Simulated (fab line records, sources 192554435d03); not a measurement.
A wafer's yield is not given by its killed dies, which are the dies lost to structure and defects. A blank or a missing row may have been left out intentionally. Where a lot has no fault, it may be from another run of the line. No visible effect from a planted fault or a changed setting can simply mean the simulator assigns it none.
Matching of chambers -- flow n5 finfet -- 4 sister chambers for N5_BEOL_M9_ETCH_62 on rie diel-01
The step etches SOC in N2/H2, target depth 110 nm, overetch 22 nm, time 165 s. 30 wafers are shown with their chamber, then 12 later ones without.

== WAFERS PAIRED WITH THEIR CHAMBERS ==
wafer,chamber,throttle valve pct (%),showerhead plenum p Torr (Torr),drypump motor current A (A)
L074.1,2,18.10,2.55,5.9
L074.3,1,17.56,2.41,5.4
L074.6,1,17.56,2.41,5.4
L081.1,0,17.34,2.47,6.4
L081.2,1,17.56,2.41,5.4
L081.3,3,17.71,2.43,6.2
L081.4,2,18.12,2.54,5.9
L081.5,0,17.34,2.47,6.4
L081.6,1,17.58,2.41,5.5
L080.2,3,17.73,2.42,6.2
L080.3,2,18.13,2.54,5.8
L080.4,1,17.57,2.41,5.5
L083.1,2,18.14,2.54,5.8
L083.2,1,17.59,2.41,5.5
L083.3,3,17.72,2.42,6.2
L083.4,0,17.36,2.47,6.3
L083.5,0,17.36,2.47,6.4
L083.6,1,17.59,2.41,5.5
L085.1,3,17.73,2.42,6.2
L085.2,0,17.37,2.47,6.4
L085.3,2,18.14,2.54,5.9
L085.4,1,17.60,2.41,5.4
L085.5,0,17.37,2.47,6.4
L085.6,1,17.60,2.41,5.4
L088.1,0,17.37,2.47,6.3
L088.3,1,17.60,2.40,5.4
L088.4,2,18.15,2.54,5.9
L087.2,1,17.60,2.40,5.4
L087.4,3,17.74,2.42,6.2
L087.6,0,17.37,2.47,6.4

SIGNATURES (means of the wafers above)
reading,chamber 0,chamber 1,chamber 2,chamber 3,scatter within a chamber
throttle valve pct,17.3600,17.5827,18.1300,17.7260,0.0156
showerhead plenum p Torr,2.4700,2.4082,2.5417,2.4220,0.00355
drypump motor current A,6.375,5.436,5.867,6.200,0.0455
Rule: a wafer's distance from a chamber is the root of the sum, over the readings, of the square of ((its reading less the chamber's mean) divided by the reading's scatter). If the next closest chamber is less than 2 further off than the closest, the wafer can't be placed; otherwise it belongs to the closest. How the scatter is found: for the shown wafers, subtract from each reading the mean of its chamber, square and add these, divide the total by (wafers less chambers), then take the root.

== WAFERS WITHOUT THEIR CHAMBER ==
wafer,throttle valve pct (%),showerhead plenum p Torr (Torr),drypump motor current A (A)
L094.1,17.62,2.40,5.5
L094.2,17.76,2.42,6.2
L094.5,17.64,2.40,5.4
L095.1,18.18,2.53,5.9
L095.2,17.75,2.41,6.2
L095.3,17.40,2.46,6.3
L095.4,17.63,2.40,5.5
L095.5,17.64,2.40,5.5
L095.6,17.40,2.46,6.3
L097.2,17.76,2.41,6.2
L097.3,17.39,2.46,6.3
L097.4,17.75,2.41,6.2

== EACH ONE'S CHAMBER ==
wafer,from the rows above,in truth
L094.1,1,1
L094.2,3,3
L094.5,1,1
L095.1,2,2
L095.2,3,3
L095.3,0,0
L095.4,1,1
L095.5,1,1
L095.6,0,0
L097.2,3,3
L097.3,0,0
L097.4,3,3
Correctly placed: 12 of 12. Left unplaced by these rows: 0. Placed wrongly: 0.
